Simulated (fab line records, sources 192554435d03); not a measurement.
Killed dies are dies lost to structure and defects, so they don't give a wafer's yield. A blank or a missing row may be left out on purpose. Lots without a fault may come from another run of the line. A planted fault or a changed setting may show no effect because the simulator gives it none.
fab line records | flow n5_finfet
record lots=15 wafers=43 last_day=17
route steps=1938 shown GATE_CUT@492 BEOL_M4@1111
lots that met no fault: from a run of the same line without faults
start_h: hours from the record's first day to the start of the lot's first wafer shown | wait_h: hours since the lot's step before | " the same as in the row above | L1.1+2: a row that stands for several wafers | - no value, or no start given | * or withheld: withheld | < > ~ a bound
route shown NAME@n: a module of which the file shows steps, and the number in the route of the first | usual: mean/standard deviation of fault-free wafers | same: alike in all rows | chamber/n: place in a boat | sites: the reading at each site | _std_site: their standard deviation | _edge_site: outer sites' mean less inner sites' | radius_mm: how far each site lies from the wafer's centre | mask NAME#n: copy n | behind: the tool/chamber that last shaped the wafer | hold: why the lot was held/for how many hours/how that ended | device: the transistor (n, p or np) that didn't switch | end of line: the same wafers' tests at the end of the route | a step without rows: its recipe alone | killed: dies lost to structure and defects at the first sort, not the wafer's yield | map: a wafer's dies, x killed, . not, _ none there
set.NAME: the setting as run; set.NAME@STEP: as run at that earlier step | model.NAME: the simulator's own value behind a step, which no gauge read
steps of the route over a sample of lots; a table a step, a row a wafer
services: from which hour (start_h, from the record's first day; less than 0 if before it) a tool's chamber was out of use, for how many hours, and why
## steps
# step N5_GATE_CUT_ETCH_36
# recipe chemistry=CF4 target=SiARC target_depth_a=130 mask_material=CAR-EUV time_s=21.7 ion_energy_ev=80 pressure_mtorr=40 source_w=545 bias_w=36 Ar_flow_sccm=100 cf4_flow_sccm=100 ends=cleared
# usual drypump_motor_current_A=5.8/0.36 etch_rf_on_time_s=21.8/0.53 oes_product_au=0.69/0.068 rf_vpp_V=184.2/1.4 showerhead_plenum_p_Torr=2.16/0.083 throttle_valve_pct=15.52/0.23
# columns lot.wafer tool chamber start_h wait_h drypump_motor_current_A etch_rf_on_time_s oes_product_au rf_hours_counter_h rf_vpp_V showerhead_plenum_p_Torr throttle_valve_pct
L294.1 rie_diel-06 3 94.21 0.0 5.6 22.0 0.66 137 185.3 2.21 15.44
L294.3 " 1 " " 6.2 21.4 0.78 24 182.0 2.10 15.22
L294.6 " 1 " " 6.2 21.3 0.78 - 183.7 2.10 15.23
L295.1 rie_diel-04 0 97.89 0.0 5.6 22.7 0.58 245 184.2 2.10 15.65
L295.2 " 1 " " 5.5 22.0 0.62 181 182.8 2.14 15.70
L295.3 " 1 " " 5.5 22.1 0.61 - 184.6 2.14 15.70
L297.2 rie_diel-02 1 109.55 0.0 5.6 21.6 0.79 24 185.2 2.27 15.22
L297.3 " 2 " " 6.5 22.1 0.70 58 183.3 2.08 15.79
L297.5 " 1 " " 5.6 21.6 0.79 - 186.4 2.27 15.22
L298.1 rie_diel-06 1 115.03 0.0 6.2 21.4 0.77 29 182.9 2.10 15.23
L298.4 " 2 " " 6.0 21.9 0.72 60 185.8 2.26 15.35
L298.6 " 1 " " 6.2 21.3 0.77 - 182.3 2.10 15.24
L300.2 rie_diel-06 1 125.86 0.0 6.2 21.4 0.76 33 186.5 2.10 15.23
L300.3 " 3 " " 5.6 22.0 0.66 145 185.7 2.21 15.46
L300.4 " 2 " " 6.0 22.4 0.72 64 183.6 2.26 15.34
L301.1 rie_diel-02 3 131.87 0.0 5.9 20.9 0.75 58 184.8 2.28 15.19
L301.2 " 1 " " 5.6 21.7 0.78 30 185.7 2.27 15.23
L303.1 rie_diel-06 0 148.13 0.0 5.6 22.6 0.61 188 182.1 2.04 15.67
L303.5 " 0 " " 5.6 22.5 0.62 - 181.5 2.04 15.70
L303.6 " 3 " " 5.6 22.0 0.66 - 185.0 2.21 15.48
L304.4 rie_diel-06 0 153.18 0.0 5.6 22.5 0.62 190 183.6 2.04 15.69
L304.5 " 1 " " 6.2 21.7 0.75 - 182.5 2.09 15.25
L304.6 " 0 " " 5.6 22.4 0.62 - 183.4 2.04 15.69
L305.1 rie_diel-04 3 161.87 0.0 6.0 21.1 0.79 19 185.2 2.18 15.58
L305.3 " 0 " " 5.7 22.2 0.80 9 182.9 2.09 15.21
L305.4 " 1 " " 5.5 22.2 0.60 206 183.8 2.13 15.75
L306.2 rie_diel-04 3 164.54 0.0 6.0 21.3 0.79 19 185.1 2.18 15.59
L306.5 " 1 " " 5.5 22.3 0.59 - 184.3 2.13 15.74
L306.6 " 2 " " 5.3 21.4 0.70 - 183.2 2.07 15.64
L307.1 rie_diel-04 1 166.86 0.0 5.5 22.4 0.59 207 183.3 2.13 15.75
L307.2 " 3 " " 6.0 21.3 0.79 19 184.3 2.18 15.58
L307.6 " 0 " " 5.7 22.3 0.80 - 184.4 2.09 15.20
L308.1 rie_diel-02 2 174.13 0.0 6.5 21.5 0.69 78 184.5 2.07 15.83
L308.3 " 0 " " 5.1 20.7 0.65 155 186.1 2.24 15.85
L308.5 " 2 " " 6.5 21.8 0.68 - 183.1 2.07 15.84
L309.3 rie_diel-04 2 182.87 0.0 5.4 21.0 0.71 93 182.8 2.07 15.66
L309.4 " 1 " " 5.5 22.3 0.59 211 183.3 2.13 15.75
L309.6 " 0 " " 5.7 22.0 0.79 - 184.3 2.09 15.21
L312.3 rie_diel-06 0 198.66 0.0 5.6 22.5 0.60 204 182.5 2.04 15.71
L312.4 " 1 " " 6.2 21.5 0.73 55 182.8 2.09 15.27
L316.2 rie_diel-06 1 223.22 0.0 6.2 21.5 0.73 62 182.8 2.09 15.30
L316.3 " 0 " " 5.6 22.6 0.60 211 183.3 2.03 15.73
L316.6 " 1 " " 6.2 21.4 0.72 - 184.1 2.09 15.31
# step N5_GATE_CUT_ETCH_47
# recipe chemistry=Cl2/BCl3 target=SiO2 target_depth_a=100 pressure_mtorr=10 icp_w=1000 bias_w=126 Cl2_flow_sccm=53.25 bcl3_flow_sccm=21.75 Ar_flow_sccm=25
# usual drypump_motor_current_A=6.0/0.49 mfc_cl2_sccm=53.25/0.17 oes_product_au=0.71/0.1 throttle_valve_pct=22.92/0.28
# columns lot.wafer tool chamber start_h wait_h drypump_motor_current_A mfc_cl2_sccm oes_product_au rf_hours_counter_h throttle_valve_pct
L294.1 rie_metal-01 1 94.70 0.0 6.5 53.16 0.62 117 23.28
L294.3 " 0 " " 6.4 53.20 0.78 - 22.72
L294.6 " 1 " " 6.5 53.19 0.62 - 23.28
L295.1 rie_metal-02 1 98.54 0.0 5.2 53.08 0.60 121 23.05
L295.2 " 0 " " 6.0 53.13 0.82 33 22.75
L295.3 " 0 " " 6.0 53.29 0.82 - 22.76
L297.2 rie_metal-01 0 110.04 0.0 6.4 53.24 0.78 40 22.72
L297.3 " 0 " " 6.4 53.28 0.78 - 22.71
L297.5 " 1 " " 6.5 52.92 0.62 - 23.28
L298.1 rie_metal-02 0 115.52 0.0 6.0 53.18 0.80 35 22.76
L298.4 " 0 " " 6.0 53.42 0.81 - 22.76
L298.6 " 0 " " 6.0 53.35 0.81 - 22.76
L300.2 rie_metal-03 0 126.35 0.0 5.6 53.01 0.70 78 23.03
L300.3 " 0 " " 5.6 53.07 0.71 - 23.02
L300.4 " 1 " " 5.9 53.18 0.94 - 22.32
L301.1 rie_metal-02 1 132.36 0.0 5.1 53.26 0.60 125 23.05
L301.2 " 0 " " 6.0 53.26 0.80 36 22.76
L303.1 rie_metal-01 1 148.62 0.0 6.5 53.32 0.61 121 23.28
L303.5 " 0 " " 6.4 53.35 0.77 - 22.73
L303.6 " 1 " " 6.5 53.27 0.61 - 23.28
L304.4 rie_metal-03 1 153.75 0.0 5.9 53.52 0.91 - 22.35
L304.5 " 1 " " 5.9 53.53 0.91 - 22.35
L304.6 " 0 " " 5.5 53.13 0.70 - 23.03
L305.1 rie_metal-03 1 162.36 0.0 5.9 52.98 0.91 9 22.34
L305.3 " 1 " " 5.8 53.31 0.91 - 22.35
L305.4 " 0 " " 5.5 53.54 0.70 - 23.03
L306.2 rie_metal-02 0 165.02 0.0 6.0 53.27 0.80 40 22.78
L306.5 " 0 " " 6.1 53.23 0.79 - 22.77
L306.6 " 1 " " 5.1 53.27 0.59 - 23.05
L307.1 rie_metal-02 0 167.35 0.0 6.0 53.14 0.79 40 22.78
L307.2 " 1 " " 5.1 53.20 0.58 128 23.03
L307.6 " 1 " " 5.1 53.16 0.59 - 23.04
L308.1 rie_metal-01 1 174.62 0.0 6.5 53.00 0.61 124 23.29
L308.3 " 0 " " 6.4 53.08 0.75 - 22.74
L308.5 " 0 " " 6.4 53.26 0.76 - 22.71
L309.3 rie_metal-01 0 183.36 0.0 6.4 53.54 0.75 - 22.74
L309.4 " 1 " " 6.5 53.41 0.61 - 23.29
L309.6 " 0 " " 6.4 53.44 0.75 - 22.73
L312.3 rie_metal-01 0 199.16 0.0 6.4 53.28 0.75 - 22.73
L312.4 " 1 " " 6.5 53.09 0.60 - 23.30
L316.2 rie_metal-03 0 223.71 0.0 5.6 53.28 0.69 86 23.06
L316.3 " 0 " " 5.5 53.38 0.70 - 23.05
L316.6 " 1 " " 5.9 53.29 0.89 - 22.34
# step N5_GATE_CUT_CMP_43
# recipe material=SiO2 post_cmp_clean=rinse_only
# usual edge_zone_pressure_frac=0.999/0.005 motor_current_A=11.8/1.3 pad_life_wafers=1354/550
# columns lot.wafer tool chamber start_h wait_h edge_zone_pressure_frac motor_current_A pad_life_wafers
L294.3 cmp-04 0 98.56 0.0 1.006 11.1 402
L294.1 " 3 " " 1.005 12.1 405
L294.6 " 1 " " 0.992 11.7 -
L295.2 cmp-02 2 100.65 0.0 0.999 11.7 1428
L295.1 " 3 " " 0.997 12.2 1429
L295.3 " 1 " " 0.996 13.5 1431
L297.2 cmp-04 0 112.18 0.0 0.995 10.8 516
L297.3 " 2 " " 0.999 10.4 518
L297.5 " 1 " " 0.999 12.3 -
L298.4 cmp-02 2 117.63 0.0 0.993 11.4 1572
L298.1 " 0 " " 0.996 11.4 1574
L298.6 " 3 " " 1.001 11.7 -
L300.4 cmp-02 1 128.72 0.1 0.996 13.4 1662
L300.2 " 2 " " 1.004 11.0 1663
L300.3 " 3 " " 0.996 12.4 1664
L301.1 cmp-01 3 134.55 0.1 0.995 9.6 1405
L301.2 " 1 " " 0.995 12.3 1407
L303.1 cmp-02 2 151.10 0.3 1.007 11.3 1857
L303.5 " 3 " " 0.996 11.9 -
L303.6 " 0 " " 0.994 11.4 -
L304.4 cmp-02 0 155.93 0.1 0.998 11.3 1885
L304.5 " 3 " " 1.004 12.9 -
L304.6 " 0 " " 0.996 11.8 -
L305.4 cmp-01 2 164.79 0.0 1.004 15.4 1620
L305.3 " 3 " " 1.005 9.5 1621
L305.1 " 1 " " 1.000 12.2 1623
L306.2 cmp-02 0 167.38 0.2 - - -
L306.6 " 2 " " - - -
L306.5 " 3 " " - - -
L307.1 cmp-01 0 169.80 0.1 - - -
L307.2 " 2 " " - - -
L307.6 " 1 " " - - -
L308.3 cmp-02 0 176.74 0.0 - - -
L308.1 " 1 " " - - -
L308.5 " 0 " " - - -
L309.4 cmp-04 3 185.77 0.0 0.994 11.8 1050
L309.3 " 2 " " 0.997 9.4 1053
L309.6 " 3 " " 0.983 12.0 -
L312.4 cmp-01 1 201.39 0.1 1.000 12.8 1939
L312.3 " 3 " " 0.993 9.8 1941
L316.2 cmp-04 3 225.82 0.0 0.997 11.7 1362
L316.3 " 2 " " 1.005 10.1 1365
L316.6 " 3 " " 0.999 12.3 -
# step N5_GATE_CUT_CMP_61
# recipe stop_on=SiNx t_overpolish_s=3 post_cmp_clean=alkaline_brush down_force_psi=4 platen_rpm=27.09 pad_velocity_m_s=0.539
# usual edge_zone_pressure_frac=1.000/0.0044 head_pressure_psi=4.000/0.0091 motor_current_A=11.7/1.3 pad_life_wafers=1360/550
# columns lot.wafer tool chamber start_h wait_h edge_zone_pressure_frac head_pressure_psi motor_current_A pad_life_wafers
L294.3 cmp-04 0 99.04 0.4 0.997 4.002 10.5 408
L294.1 " 3 " " 1.003 4.002 12.5 411
L294.6 " 1 " " 1.003 4.014 11.8 -
L295.2 cmp-02 2 101.13 0.4 0.999 4.005 11.0 1434
L295.1 " 3 " " 1.005 4.001 12.7 1435
L295.3 " 1 " " 1.006 3.995 13.9 1437
L297.2 cmp-04 0 112.66 0.4 0.999 4.007 10.7 522
L297.3 " 2 " " 0.999 4.001 10.4 524
L297.5 " 1 " " 1.000 4.003 11.9 -
L298.4 cmp-02 2 118.11 0.4 0.996 4.004 11.4 1578
L298.1 " 0 " " 0.999 4.001 11.3 1580
L298.6 " 3 " " 0.997 4.013 11.9 -
L300.4 cmp-02 1 129.20 0.4 0.990 4.005 13.9 1668
L300.2 " 2 " " 1.002 4.003 11.0 1669
L300.3 " 3 " " 1.001 3.989 11.8 1670
L301.1 cmp-01 3 134.98 0.3 0.996 3.991 9.6 1411
L301.2 " 1 " " 1.008 4.007 11.9 1413
L303.1 cmp-02 2 151.43 0.2 0.997 4.002 11.7 1863
L303.5 " 3 " " 0.999 4.004 12.1 -
L303.6 " 0 " " 0.998 3.995 11.9 -
L304.4 cmp-02 0 156.36 0.3 1.002 3.994 11.9 1891
L304.5 " 3 " " 1.000 4.017 12.3 -
L304.6 " 0 " " 0.999 3.988 11.7 -
L305.4 cmp-01 2 165.27 0.4 1.000 3.996 15.1 1626
L305.3 " 3 " " 0.995 4.002 9.8 1627
L305.1 " 1 " " 0.994 3.992 12.9 1629
L306.2 cmp-02 0 167.76 0.3 0.992 4.003 11.4 1988
L306.6 " 2 " " 1.000 4.008 10.9 -
L306.5 " 3 " " 1.003 4.005 11.9 -
L307.1 cmp-01 0 170.28 0.4 0.997 4.004 10.8 1674
L307.2 " 2 " " 1.002 4.018 15.5 1676
L307.6 " 1 " " 1.007 4.010 12.5 -
L308.3 cmp-02 0 177.22 0.4 1.007 3.999 11.4 2082
L308.1 " 1 " " 1.007 4.002 13.8 2083
L308.5 " 0 " " 1.003 4.000 11.3 -
L309.4 cmp-04 3 186.25 0.4 1.007 3.998 12.5 1056
L309.3 " 2 " " 0.995 4.011 10.5 1059
L309.6 " 3 " " 1.000 3.996 12.2 -
L312.4 cmp-01 1 201.82 0.3 0.998 4.012 11.4 1945
L312.3 " 3 " " 1.006 3.996 9.3 1947
L316.2 cmp-04 3 226.30 0.4 1.001 4.018 12.3 1368
L316.3 " 2 " " 1.000 3.999 9.9 1371
L316.6 " 3 " " 0.998 4.003 12.5 -
# step N5_BEOL_M4_RC_MEAS_101
# usual DIBL_N=37.1/1.9 DIBL_P=37.2/2.3 IOFF_N=0.18/0.04 IOFF_P=0.23/0.044 ION_N=682/11 ION_P=468/8.6 SS_N=71.9/0.68 SS_P=73.5/0.74 VT_N=248/3.4 VT_P=-248/3.4
# columns lot.wafer tool chamber start_h wait_h DIBL_N[mV/V] DIBL_P[mV/V] IOFF_N[nA/um] IOFF_P[nA/um] ION_N[uA/um] ION_P[uA/um] SS_N[mV/dec] SS_P[mV/dec] VT_N[mV] VT_P[mV]
L294.1 prober-02 0 170.25 0.0 39.1 38.0 0.19 0.24 673 463 72.1 74.4 250 -250
L294.3 " 0 " " 36.4 34.9 0.14 0.20 675 468 71.3 73.4 251 -251
L294.6 " 0 " " 38.4 36.1 0.16 0.22 668 461 72.4 73.8 248 -249
L297.2 prober-01 0 190.67 0.2 36.9 36.5 0.16 0.24 675 468 72.0 73.9 249 -244
L297.3 " 0 " " 37.0 37.8 0.17 0.28 681 473 72.5 74.3 250 -245
L297.5 " 0 " " 34.1 34.2 0.12 0.20 673 469 70.9 72.2 253 -248
L295.1 prober-02 0 191.06 0.2 33.6 34.6 0.13 0.19 662 461 71.1 73.4 254 -249
L295.2 " 0 " " 35.1 36.4 0.16 0.22 683 468 71.5 74.3 251 -245
L295.3 " 0 " " 34.7 36.5 0.15 0.22 676 475 71.6 73.2 252 -249
L298.1 prober-01 0 192.99 0.0 40.9 38.9 0.24 0.29 696 474 72.2 73.9 242 -246
L298.4 " 0 " " 38.7 35.7 0.19 0.22 677 460 71.5 72.8 246 -248
L298.6 " 0 " " 39.4 37.6 0.19 0.25 678 463 71.9 73.9 248 -248
L300.2 prober-02 0 198.42 0.2 32.9 33.4 0.11 0.16 660 455 70.7 72.0 254 -254
L300.3 " 0 " " 35.6 35.8 0.16 0.19 679 461 71.8 72.5 248 -252
L300.4 " 0 " " 34.9 34.8 0.15 0.17 670 460 72.0 72.5 249 -254
L301.1 prober-01 0 212.68 0.0 35.0 34.4 0.14 0.19 672 466 71.7 72.6 250 -251
L301.2 " 0 " " 37.0 37.8 0.20 0.26 694 481 71.6 73.7 244 -244
L303.1 prober-01 0 226.21 0.0 36.6 38.5 0.17 0.20 685 461 71.6 74.0 249 -254
L303.5 " 0 " " 34.3 37.1 0.14 0.18 676 461 70.7 73.0 254 -251
L303.6 " 0 " " 34.6 35.9 0.14 0.17 675 456 71.0 72.0 251 -255
L304.4 prober-02 0 235.29 0.5 38.6 40.8 0.19 0.26 694 468 72.2 74.1 248 -250
L304.5 " 0 " " 39.9 42.4 0.22 0.29 702 486 71.9 75.0 246 -244
L304.6 " 0 " " 34.0 34.9 0.12 0.18 671 468 70.4 72.1 254 -251
L305.1 prober-01 0 247.69 0.0 39.4 41.0 0.24 0.35 692 477 72.1 74.1 243 -243
L305.3 " 0 " " 37.2 37.9 0.19 0.27 693 473 71.9 74.3 245 -247
L305.4 " 0 " " 39.0 41.0 0.24 0.34 710 485 73.3 74.0 242 -242
L309.3 prober-01 0 261.19 0.3 40.2 42.0 0.26 0.30 697 471 73.5 74.6 244 -245
L309.4 " 0 " " 37.6 39.5 0.20 0.26 687 465 72.0 74.1 246 -248
L309.6 " 0 " " 39.0 39.6 0.22 0.25 681 455 72.6 74.0 246 -247
L312.3 prober-01 0 276.53 0.3 36.9 35.7 0.17 0.18 666 444 73.2 73.4 250 -256
L312.4 " 0 " " 37.8 35.7 0.19 0.19 670 452 73.0 73.2 251 -253
L316.2 prober-02 0 297.97 0.2 36.4 36.7 0.17 0.21 672 459 71.2 73.0 248 -252
L316.3 " 0 " " 36.8 36.7 0.17 0.22 671 454 72.2 73.5 248 -250
L316.6 " 0 " " 37.0 37.2 0.18 0.23 675 460 71.9 73.8 247 -250
## services
# columns tool chamber start_h hours kind
cmp-01 - 77.15 2.2 repair
rie_diel-02 1 80.37 7.8 repair
rie_diel-02 0 80.68 14.0 repair
rie_diel-04 2 97.38 9.7 repair
rie_diel-04 0 107.21 - clean
rie_diel-04 0 107.21 - consumable_replace:focus_ring
rie_diel-04 0 107.21 27.2 scheduled_down
cmp-01 - 135.13 4.9 pm
rie_diel-02 3 139.39 2.0 repair
rie_diel-04 3 146.43 9.5 repair
cmp-01 - 148.55 0.2 repair
cmp-04 - 158.74 3.8 repair
cmp-02 - 178.01 4.0 pm
rie_diel-06 1 181.26 7.0 repair
cmp-02 - 182.01 - consumable_replace:conditioner
cmp-02 - 182.01 - consumable_replace:pad
rie_diel-06 2 187.71 4.6 repair
cmp-02 - 210.96 1.2 repair
cmp-01 - 211.87 4.0 pm
rie_metal-01 0 214.85 8.2 repair
cmp-01 - 215.87 - consumable_replace:conditioner
cmp-01 - 215.87 - consumable_replace:pad
cmp-04 - 219.35 4.8 pm
rie_metal-02 - 220.54 1.9 repair
## key
first_sign step=N5_GATE_CUT_CMP_43 reading=tool_record direction=missing
effect none on later readings
met_at N5_GATE_CUT_CMP_43
struck_lots L306,L307,L308
later_rows_left_out L306.2,L306.5,L306.6,L307.1,L307.2,L307.6,L308.1,L308.3,L308.5
sort_left_out L306.2,L306.5,L306.6,L307.1,L307.2,L307.6,L308.1,L308.3,L308.5
tester_left_out L306,L307,L308
not_acting_at N5_GATE_CUT_ETCH_36,N5_GATE_CUT_ETCH_47,N5_GATE_CUT_CMP_61
onset_between 164.79 167.38
fault kind=skipped_step_whole tool=cmp-01,cmp-02 chamber=- onset_h=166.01 steps=N5_GATE_CUT_CMP_43 scope=struck_lots_only
# tester_left_out: of these lots the tester's yield and bins aren't shown, on N5 and GAA mostly nor the transistor test; their killed dies are dies lost to structure and defects alone, not to doping, threshold or leakage, so they don't give the yield
# sort_left_out: the simulated sort isn't trusted on such a fault, so these wafers' sort isn't shown, and their yield isn't known
# later_rows_left_out: the simulator's readings of these wafers behind a module that went badly wrong aren't trusted and aren't shown, but for the sort
